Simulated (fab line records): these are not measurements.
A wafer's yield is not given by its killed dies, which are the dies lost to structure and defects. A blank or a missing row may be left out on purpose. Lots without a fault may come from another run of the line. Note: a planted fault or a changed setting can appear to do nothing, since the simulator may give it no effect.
Matching of chambers + flow nand-harc + rie-diel-06 running NHARC_A_CONTACT_DESCUM_13: 4 sister chambers
The step chemistry O2, time 3 s. 27 wafers are shown with their chamber, then 12 later ones without.

## WAFERS WITH THEIR CHAMBER
| wafer  | chamber | showerhead-plenum-p-Torr (Torr) | drypump-motor-current-A (A) | oes-product-au (a.u.) |
|--------|---------|---------------------------------|-----------------------------|-----------------------|
| L074.1 | 3       | 1.92                            | 5.3                         | 1.011                 |
| L074.3 | 0       | 2.00                            | 6.4                         | 1.011                 |
| L074.4 | 1       | 1.87                            | 5.1                         | 0.986                 |
| L077.2 | 3       | 1.92                            | 5.4                         | 1.025                 |
| L077.3 | 2       | 1.96                            | 6.2                         | 1.022                 |
| L077.5 | 3       | 1.92                            | 5.3                         | 1.012                 |
| L082.1 | 1       | 1.87                            | 5.1                         | 0.993                 |
| L082.2 | 0       | 2.00                            | 6.4                         | 0.997                 |
| L082.6 | 3       | 1.92                            | 5.4                         | 1.011                 |
| L080.1 | 3       | 1.91                            | 5.3                         | 1.018                 |
| L080.3 | 0       | 2.00                            | 6.4                         | 1.010                 |
| L080.6 | 0       | 2.00                            | 6.4                         | 1.022                 |
| L083.1 | 0       | 2.00                            | 6.4                         | 1.007                 |
| L083.3 | 1       | 1.87                            | 5.0                         | 0.992                 |
| L083.5 | 3       | 1.91                            | 5.3                         | 1.009                 |
| L084.4 | 3       | 1.91                            | 5.3                         | 1.012                 |
| L084.5 | 1       | 1.86                            | 5.0                         | 0.995                 |
| L084.6 | 0       | 2.00                            | 6.4                         | 0.995                 |
| L086.1 | 3       | 1.91                            | 5.3                         | 1.021                 |
| L086.3 | 1       | 1.86                            | 5.1                         | 1.006                 |
| L086.6 | 3       | 1.91                            | 5.3                         | 1.016                 |
| L085.1 | 0       | 2.00                            | 6.4                         | 1.007                 |
| L085.4 | 2       | 1.96                            | 6.3                         | 1.009                 |
| L085.6 | 1       | 1.86                            | 5.1                         | 1.006                 |
| L087.2 | 3       | 1.91                            | 5.4                         | 1.015                 |
| L087.4 | 2       | 1.96                            | 6.3                         | 1.014                 |
| L087.5 | 2       | 1.96                            | 6.3                         | 1.004                 |

SIGNATURES (means of the wafers above)
| reading                  | chamber 0 | chamber 1 | chamber 2 | chamber 3 | scatter within a chamber |
|--------------------------|-----------|-----------|-----------|-----------|--------------------------|
| showerhead-plenum-p-Torr | 2.0000    | 1.8650    | 1.9600    | 1.9140    | 0.00412                  |
| drypump-motor-current-A  | 6.400     | 5.067     | 6.275     | 5.330     | 0.0426                   |
| oes-product-au           | 1.00700   | 0.99633   | 1.01225   | 1.01500   | 0.00731                  |
Rule: a wafer's distance from a chamber is the root of the sum, over the readings, of the square of ((its reading less the chamber's mean) divided by the reading's scatter). The wafer belongs to the nearest chamber; if the next one is less than 2 further off, it can't be placed. How the scatter is found: for the shown wafers, subtract from each reading the mean of its chamber, square and add these, divide the total by (wafers less chambers), then take the root.

## WAFERS MISSING THEIR CHAMBER
| wafer  | showerhead-plenum-p-Torr (Torr) | drypump-motor-current-A (A) | oes-product-au (a.u.) |
|--------|---------------------------------|-----------------------------|-----------------------|
| L088.3 | 1.96                            | 6.3                         | 1.019                 |
| L088.4 | 1.91                            | 5.3                         | 1.011                 |
| L088.5 | 2.00                            | 6.4                         | 1.004                 |
| L091.2 | 1.86                            | 5.1                         | 0.985                 |
| L091.4 | 1.96                            | 6.3                         | 1.001                 |
| L091.5 | 1.96                            | 6.3                         | 1.005                 |
| L095.2 | 1.91                            | 5.3                         | 0.996                 |
| L095.3 | 1.99                            | 6.4                         | 0.996                 |
| L095.6 | 1.99                            | 6.4                         | 0.987                 |
| L097.3 | 1.91                            | 5.3                         | 0.998                 |
| L097.4 | 1.95                            | 6.3                         | 1.009                 |
| L097.6 | 1.91                            | 5.3                         | 1.012                 |

## WHICH CHAMBER EACH ONE RAN IN
| wafer  | from the rows above | in truth |
|--------|---------------------|----------|
| L088.3 | 2                   | 2        |
| L088.4 | 3                   | 3        |
| L088.5 | 0                   | 0        |
| L091.2 | 1                   | 1        |
| L091.4 | 2                   | 2        |
| L091.5 | 2                   | 2        |
| L095.2 | 3                   | 3        |
| L095.3 | 0                   | 0        |
| L095.6 | 0                   | 0        |
| L097.3 | 3                   | 3        |
| L097.4 | 2                   | 2        |
| L097.6 | 3                   | 3        |
Placed correctly: 12 of 12. Left unplaced by these rows: 0. 0 placed wrongly.
